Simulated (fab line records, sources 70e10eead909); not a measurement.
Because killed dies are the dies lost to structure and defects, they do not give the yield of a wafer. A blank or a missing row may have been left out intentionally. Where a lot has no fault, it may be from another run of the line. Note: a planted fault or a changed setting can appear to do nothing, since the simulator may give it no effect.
fab line records	flow nand_harc
record lots=13	wafers=39	last_day=25
route steps=1159 shown P_ZERO_WELL@56 P_GATE@132
lots with no fault: from the same line, run without faults
start_h: the number of hours between the record's first day and the start of the first shown wafer of the lot	wait_h: hours elapsed since this lot's preceding step	" identical to the entry in the row above	L1.1+2: one row covering several wafers at once	- no value, or no start given	* or withheld: withheld	< > ~ a bound
route shown NAME@n: a module of which the file shows steps, and the number in the route of the first	usual: mean and standard deviation over wafers with no fault	same: alike in all rows	chamber/n: place in a boat	sites: readings site by site	_std_site: the standard deviation of these	_edge_site: outer sites' mean less inner sites'	radius_mm: how far each site lies from the wafer's centre	mask NAME#n: copy n	behind: tool/chamber where the wafer was last shaped	hold: cause of the lot's hold/its duration in hours/its outcome	device: the transistor (n, p or np) that didn't switch	end of line: the tests these same wafers got at the end of their route	a step without rows: its recipe alone	killed: the dies lost at the first sort to structure and to defects; this is not the yield of the wafer	map: per-die view of a wafer (x killed, . not killed, _ where there is no die)
set.NAME: the setting the step ran with; set.NAME@STEP: the setting that earlier step ran with	model.NAME: the simulator's own value behind a step, which no gauge read
the route's steps for a sample of lots (tables are steps, rows are wafers)
services: the hour from which a tool's chamber was out of use, counted from the record's first day as start_h (under 0 if before that day), plus the number of hours and why
## steps
# step NHARC_P_ZERO_WELL_EXPOSE_49
# recipe na=0.6	target_cd_nm=2000	dose_mj=22.64	mask_id=P_HVPW
# usual focus_offset_nm=0.0/0.51
lot.wafer	tool	chamber	start_h	wait_h	mask	focus_offset_nm
L291.1	krf_scanner-02	0	18.04	-	P_HVPW#0	-0.4
L291.5	"	0	"	"	P_HVPW#0	-0.2
L291.6	"	0	"	"	P_HVPW#0	-0.7
L292.2	krf_scanner-02	0	23.62	-	P_HVPW#0	-0.5
L292.3	"	0	"	"	P_HVPW#0	-0.6
L292.4	"	0	"	"	P_HVPW#0	0.1
L294.3	krf_scanner-01	0	35.63	-	P_NWELL#0	-0.5
L294.4	"	0	"	"	P_NWELL#0	-0.5
L294.6	"	0	"	"	P_NWELL#0	-0.5
L304.1	krf_scanner-02	0	95.69	-	P_HVPW#0	-0.1
L304.4	"	0	"	"	P_HVPW#0	-0.5
L304.5	"	0	"	"	P_HVPW#0	-0.2
L305.1	krf_scanner-01	0	101.69	-	P_HVPW#0	0.3
L305.5	"	0	"	"	P_HVPW#0	-0.1
L305.6	"	0	"	"	P_HVPW#0	-0.2
L307.3	krf_scanner-01	0	113.61	-	P_HVPW#0	0.6
L307.5	"	0	"	"	P_HVPW#0	-0.1
L307.6	"	0	"	"	P_HVPW#0	-0.3
L308.1	krf_scanner-03	0	119.72	-	P_HVPW#0	-0.3
L308.4	"	0	"	"	P_HVPW#0	-0.6
L308.6	"	0	"	"	P_HVPW#0	-0.1
L309.2	krf_scanner-03	0	125.51	-	P_HVPW#0	-0.5
L309.3	"	0	"	"	P_HVPW#0	0.5
L309.6	"	0	"	"	P_HVPW#0	-0.5
L310.3	krf_scanner-01	0	131.55	-	P_HVPW#0	0.6
L310.4	"	0	"	"	P_HVPW#0	-0.3
L310.6	"	0	"	"	P_HVPW#0	-0.4
L311.1	krf_scanner-01	0	137.74	-	P_HVPW#0	0.5
L311.3	"	0	"	"	P_HVPW#0	-0.1
L311.4	"	0	"	"	P_HVPW#0	0.3
L312.2	krf_scanner-01	0	143.68	-	P_HVPW#0	0.1
L312.4	"	0	"	"	P_HVPW#0	0.8
L312.5	"	0	"	"	P_HVPW#0	-0.1
L313.1	krf_scanner-02	0	149.93	-	P_HVPW#0	-0.4
L313.2	"	0	"	"	P_HVPW#0	-0.5
L313.5	"	0	"	"	P_HVPW#0	-0.4
L314.2	krf_scanner-01	0	155.70	-	P_HVPW#0	1.0
L314.3	"	0	"	"	P_HVPW#0	0.5
L314.5	"	0	"	"	P_HVPW#0	0.1
# step NHARC_P_ZERO_WELL_CD_MEAS_52
# recipe target_cd_nm=2000	landing_energy_ev=500
# usual cd_nm=1999.5/2.1
lot.wafer	tool	chamber	start_h	wait_h	cd_nm
L291.1	cd_sem-01	0	18.20	-	2001.2
L291.5	"	0	"	"	2000.5
L291.6	"	0	"	"	2001.0
L292.2	cd_sem-01	0	23.77	-	1998.8
L292.3	"	0	"	"	1996.3
L292.4	"	0	"	"	2000.7
L294.3	cd_sem-02	0	35.78	-	-
L294.4	"	0	"	"	-
L294.6	"	0	"	"	-
L304.1	cd_sem-02	0	95.85	-	1995.2
L304.4	"	0	"	"	2001.1
L304.5	"	0	"	"	2002.0
L305.1	cd_sem-01	0	101.84	-	2001.9
L305.5	"	0	"	"	2002.4
L305.6	"	0	"	"	2002.6
L307.3	cd_sem-03	0	113.76	-	1996.2
L307.5	"	0	"	"	2001.9
L307.6	"	0	"	"	2000.9
L308.1	cd_sem-03	0	119.87	-	1999.9
L308.4	"	0	"	"	1999.9
L308.6	"	0	"	"	1995.5
L309.2	cd_sem-03	0	125.66	-	1999.4
L309.3	"	0	"	"	1998.9
L309.6	"	0	"	"	1998.0
L310.3	cd_sem-01	0	131.70	-	1999.6
L310.4	"	0	"	"	2000.8
L310.6	"	0	"	"	2000.6
L311.1	cd_sem-02	0	137.90	-	2001.8
L311.3	"	0	"	"	2000.9
L311.4	"	0	"	"	2004.3
L312.2	cd_sem-02	0	143.84	-	1994.4
L312.4	"	0	"	"	1999.0
L312.5	"	0	"	"	1998.2
L313.1	cd_sem-03	0	150.08	-	2001.9
L313.2	"	0	"	"	2001.0
L313.5	"	0	"	"	1999.5
L314.2	cd_sem-03	0	155.86	-	2004.7
L314.3	"	0	"	"	2000.4
L314.5	"	0	"	"	2002.1
# step NHARC_P_GATE_DEP_103
# recipe target_thk_a=300	target_thk_nm=30	temp_c=400	flow_sccm=200	rf_w=350	material=SiON
# usual heater_power_w=722/110
lot.wafer	tool	chamber	start_h	wait_h	heater_power_w
L291.1	pecvd-03	1	89.44	0.6	689
L291.6	"	2	"	"	688
L291.5	"	0	"	"	780
L292.3	pecvd-03	2	92.71	0.3	665
L292.2	"	1	"	"	773
L292.4	"	2	"	"	644
L304.1	pecvd-02	0	174.39	0.6	647
L304.5	"	2	"	"	939
L304.4	"	0	"	"	644
L305.1	pecvd-02	0	175.05	0.6	634
L305.6	"	2	"	"	994
L305.5	"	0	"	"	631
L307.3	pecvd-03	1	183.31	0.4	683
L307.5	"	2	"	"	650
L307.6	"	0	"	"	790
L309.2	pecvd-03	1	195.15	0.5	750
L309.3	"	2	"	"	575
L309.6	"	0	"	"	848
L308.1	pecvd-01	0	195.24	0.7	588
L308.4	"	0	"	"	602
L308.6	"	1	"	"	787
L310.3	pecvd-03	2	201.16	0.3	665
L310.4	"	0	"	"	740
L310.6	"	1	"	"	734
L311.3	pecvd-03	1	208.75	0.4	671
L311.1	"	2	"	"	686
L311.4	"	2	"	"	686
L313.2	pecvd-02	2	214.99	0.4	990
L313.1	"	0	"	"	534
L313.5	"	1	"	"	860
L312.2	pecvd-03	1	215.01	0.5	735
L312.4	"	2	"	"	626
L312.5	"	0	"	"	807
L314.2	pecvd-01	1	226.22	0.5	710
L314.3	"	0	"	"	630
L314.5	"	0	"	"	614
# step NHARC_P_GATE_OVL_MEAS_27
# usual overlay_x_nm=0.0/0.91	overlay_y_nm=-0.1/0.68
lot.wafer	tool	chamber	start_h	wait_h	overlay_x_nm	overlay_y_nm
L291.1	overlay-02	-	90.21	-	-0.8	-0.8
L291.5	"	-	"	"	-0.8	0.1
L291.6	"	-	"	"	-0.6	-0.2
L292.2	overlay-01	-	93.36	-	0.2	-0.5
L292.3	"	-	"	"	0.6	-0.2
L292.4	"	-	"	"	0.4	-0.5
L304.1	overlay-01	-	175.14	-	-0.8	0.1
L304.4	"	-	"	"	-0.8	0.2
L304.5	"	-	"	"	-1.3	0.2
L305.1	overlay-01	-	175.77	-	0.4	-0.2
L305.5	"	-	"	"	-0.1	-1.1
L305.6	"	-	"	"	0.7	0.1
L307.3	overlay-01	-	184.02	-	0.2	0.4
L307.5	"	-	"	"	0.0	1.1
L307.6	"	-	"	"	1.0	0.3
L309.2	overlay-01	-	195.89	-	-0.6	-0.6
L309.3	"	-	"	"	-0.3	0.0
L309.6	"	-	"	"	-0.1	-0.3
L308.1	overlay-02	-	196.04	-	0.0	-0.8
L308.4	"	-	"	"	-0.4	-0.2
L308.6	"	-	"	"	0.0	-0.5
L310.3	overlay-02	-	201.94	-	-0.4	0.0
L310.4	"	-	"	"	-0.5	0.1
L310.6	"	-	"	"	-0.2	0.1
L311.1	overlay-01	-	209.50	-	-1.5	-0.9
L311.3	"	-	"	"	-1.0	-0.4
L311.4	"	-	"	"	-1.7	-0.7
L312.2	overlay-02	-	215.72	-	-0.4	-0.4
L312.4	"	-	"	"	-1.1	0.1
L312.5	"	-	"	"	-0.2	-0.4
L313.1	overlay-01	-	215.87	-	1.4	0.8
L313.2	"	-	"	"	1.1	-0.1
L313.5	"	-	"	"	0.7	0.1
L314.2	overlay-02	-	226.99	-	0.1	-0.4
L314.3	"	-	"	"	0.0	-0.5
L314.5	"	-	"	"	-0.1	-0.6
# step NHARC_P_GATE_ETCHBACK_37
# recipe target_depth_a=345	time_s=17.2	chf3_flow_sccm=50	o2_flow_sccm=10	ar_flow_sccm=200	rf_w=500	bias_w=200	chemistry=CHF3/O2
# usual drypump_motor_current_A=5.8/0.39	oes_product_au=0.97/0.037	rf_vpp_V=371.2/2.7	showerhead_plenum_p_Torr=2.44/0.12	throttle_valve_pct=20.572/0.0097
lot.wafer	tool	chamber	start_h	wait_h	drypump_motor_current_A	oes_product_au	rf_hours_counter_h	rf_vpp_V	showerhead_plenum_p_Torr	throttle_valve_pct
L291.1	rie_diel-10	1	-	-	5.7	0.93	16	366.6	2.26	20.587
L291.5	"	1	"	"	5.7	0.93	-	366.7	2.26	20.551
L291.6	"	2	"	"	6.7	0.91	-	372.6	2.55	20.577
L292.3	rie_diel-10	2	-	-	6.7	0.92	17	376.0	2.55	20.578
L292.4	"	3	"	"	5.5	0.93	16	370.9	2.44	20.567
L292.2	"	0	"	"	5.7	0.99	16	373.8	2.58	20.566
L304.1	rie_diel-09	3	-	-	6.2	0.94	37	374.9	2.58	20.546
L304.4	"	1	"	"	5.2	0.92	37	373.7	2.53	20.576
L304.5	"	0	"	"	5.5	0.93	-	368.7	2.29	20.584
L305.1	rie_diel-09	1	-	-	5.2	1.00	37	372.9	2.53	20.578
L305.5	"	2	"	"	5.6	1.00	-	372.2	2.44	20.558
L305.6	"	3	"	"	6.2	1.01	-	373.5	2.58	20.559
L307.3	rie_diel-10	0	-	-	5.7	1.01	2	373.7	2.57	20.562
L307.6	"	0	"	"	5.7	1.01	-	373.3	2.57	20.568
L307.5	"	1	"	"	5.8	1.00	-	367.1	2.25	20.586
L309.2	rie_diel-02	1	-	-	5.6	0.91	19	369.8	2.43	20.576
L309.3	"	3	"	"	5.6	0.92	17	367.2	2.29	20.569
L309.6	"	1	"	"	5.6	0.89	-	370.8	2.43	20.570
L308.4	rie_diel-09	0	-	-	5.5	0.94	42	367.5	2.29	20.575
L308.1	"	1	"	"	5.2	0.93	45	373.3	2.52	20.574
L308.6	"	2	"	"	5.6	0.94	-	371.0	2.44	20.567
L310.3	rie_diel-02	0	-	-	5.8	1.00	19	370.6	2.42	20.557
L310.4	"	2	"	"	5.9	1.00	20	374.5	2.59	20.564
L310.6	"	0	"	"	5.8	1.02	-	369.9	2.42	20.565
L311.1	rie_diel-10	2	-	-	6.8	0.99	11	376.0	2.54	20.551
L311.4	"	3	"	"	5.5	0.99	7	370.7	2.43	20.580
L311.3	"	1	"	"	5.8	1.00	7	366.2	2.25	20.575
L312.4	rie_diel-10	0	-	-	5.7	0.94	11	373.2	2.56	20.572
L312.2	"	1	"	"	5.8	0.93	8	368.5	2.25	20.573
L312.5	"	3	"	"	5.4	0.94	-	370.3	2.43	20.567
L313.1	rie_diel-10	0	-	-	5.7	0.93	11	374.7	2.57	20.557
L313.2	"	1	"	"	5.7	0.92	8	367.6	2.25	20.561
L313.5	"	0	"	"	5.7	0.93	-	372.7	2.56	20.567
L314.3	rie_diel-10	3	-	-	5.5	1.00	10	370.1	2.43	20.555
L314.2	"	0	"	"	5.7	1.00	12	374.9	2.56	20.571
L314.5	"	3	"	"	5.5	0.98	-	371.6	2.43	20.574
## services
tool	chamber	start_h	hours	kind
rie_diel-10	-	-0.44	9.0	pm
krf_scanner-03	-	-0.13	4.0	pm
krf_scanner-02	-	8.70	0.6	repair
pecvd-03	-	10.19	1.4	repair
rie_diel-09	0	22.29	10.8	repair
krf_scanner-02	-	38.00	4.0	pm
rie_diel-09	2	40.08	6.1	repair
pecvd-01	-	56.16	13.0	pm
rie_diel-02	2	69.24	11.6	repair
rie_diel-09	1	77.08	3.3	repair
rie_diel-09	-	77.19	9.0	pm
krf_scanner-01	-	84.00	4.0	pm
rie_diel-10	0	93.42	5.2	repair
rie_diel-10	1	108.33	12.8	repair
pecvd-03	-	111.07	13.0	pm
krf_scanner-02	-	141.99	0.5	repair
rie_diel-10	3	142.10	11.2	repair
krf_scanner-01	-	146.33	1.7	repair
pecvd-02	-	153.13	13.0	pm
pecvd-03	-	154.35	5.4	repair
rie_diel-09	0	192.44	7.7	repair
rie_diel-10	1	200.45	14.6	repair
rie_diel-10	3	205.37	8.3	repair
krf_scanner-02	-	210.00	4.0	pm
## key
first_sign step=NHARC_P_ZERO_WELL_EXPOSE_49	reading=mask	direction=changed
effect step=NHARC_P_ZERO_WELL_CD_MEAS_52	reading=cd_nm	direction=missing
met_at NHARC_P_ZERO_WELL_EXPOSE_49
struck_lots L294
later_rows_left_out L294.3,L294.4,L294.6
sort_left_out L294.3,L294.4,L294.6
tester_left_out L294
not_acting_at NHARC_P_GATE_DEP_103,NHARC_P_GATE_OVL_MEAS_27,NHARC_P_GATE_ETCHBACK_37
fault kind=wrong_mask	tool=any	chamber=-	onset_h=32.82	steps=NHARC_P_ZERO_WELL_EXPOSE_49	aux_copy=P_NWELL#0	scope=struck_lots_only
# tester_left_out: of these lots the tester's yield and bins aren't shown, on N5 and GAA mostly nor the transistor test; their killed dies are dies lost to structure and defects alone, not to doping, threshold or leakage, so they don't give the yield
# sort_left_out: the simulated sort isn't trusted on such a fault, so these wafers' sort isn't shown, and their yield isn't known
# later_rows_left_out: the simulator's readings of these wafers behind a module that went badly wrong aren't trusted and aren't shown, but for the sort
